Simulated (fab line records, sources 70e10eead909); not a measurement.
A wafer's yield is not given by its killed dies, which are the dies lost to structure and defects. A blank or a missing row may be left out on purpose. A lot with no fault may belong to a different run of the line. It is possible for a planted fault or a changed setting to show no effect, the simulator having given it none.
A lot that was struck, set against a sound lot | flow nand_harc | 14 out of 1159 route steps
Sound: these wafers, L712.1, L712.2, L712.4. The struck wafers were L715.1, L715.5, L715.6. At the end, the cause is stated.
For every step that has rows: the tool of each side, followed by ch and its chambers, followed by its first start. Under that, the readings that differ: sound wafers | struck wafers | difference of the means | sigmas: that difference in standard deviations of wafers without a fault.
alike: readings whose means differ by less than 2 such deviations, and words and numbers that are the same on both sides. not compared: withheld readings, readings that some wafer has no value for, bounds like >300 that may hide the same value, and numbers for which the record gives no deviation and whose values overlap.
The two part at a step that has a row with sigmas, a row that says differs or no value, or rows on one side only. Numbers that don't overlap but have no deviation are shown without sigmas and don't part them. A reading that every wafer of one side lacks parts them only if that side has two wafers or more.

first, 8 steps without rows for these wafers: NHARC_P_ZERO_WELL_DEHYDRATE_29 (time 120 s); NHARC_P_ZERO_WELL_HMDS_30 (time 30 s); NHARC_P_ZERO_WELL_COAT_31; NHARC_P_ZERO_WELL_SOFTBAKE_32 (time 95 s); NHARC_P_ZERO_WELL_EBR_33; NHARC_P_ZERO_WELL_EXPOSE_34 (exposes mask P PWELL, target cd 720 nm); NHARC_P_ZERO_WELL_PEB_35 (peb time 85 s); NHARC_P_ZERO_WELL_DEVELOP_36 (time 70 s).
NHARC_P_ZERO_WELL_CD_MEAS_37: the cd target is 720 nm.
  sound on cd_sem-02 ch 0, day 2 04:14; struck on cd_sem-02 ch 0, day 2 22:13
  alike: cd_nm
then, 1 step without rows for these wafers: NHARC_P_ZERO_WELL_HARDBAKE_38 (time 80 s).
NHARC_P_ZERO_WELL_DESCUM_39: chemistry O2, time 3 s.
  sound on rie_diel-03 ch 1,2,3, day 2 04:25; struck on rie_diel-02 ch 0,2,3, day 2 22:25
  alike: drypump_motor_current_A, oes_product_au, rf_vpp_V, showerhead_plenum_p_Torr, throttle_valve_pct
  not compared: rf_hours_counter_h
following that, these wafers have no rows for 1 step: NHARC_P_ZERO_WELL_IMPLANT_40.
NHARC_P_ZERO_WELL_IMPLANT_59:
  struck on implanter-02, day 2 22:42; sound on implanter-02 ch 0, day 2 04:44
  no value came back on the struck wafers for beam_energy_keV, beam_on_s (s); on the sound wafers beam_energy_keV reads 119.94 120.04 119.97
following that, these wafers have no rows for 1 step: NHARC_P_ZERO_WELL_IMPLANT_60.

## WHERE THEY PART
At NHARC_P_ZERO_WELL_IMPLANT_59 and nowhere else, as far as this record goes.

WHY: whatever the simulator had introduced
Whole step skipped at NHARC_P_ZERO_WELL_IMPLANT_59 on implanter-02, starting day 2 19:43. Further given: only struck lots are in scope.
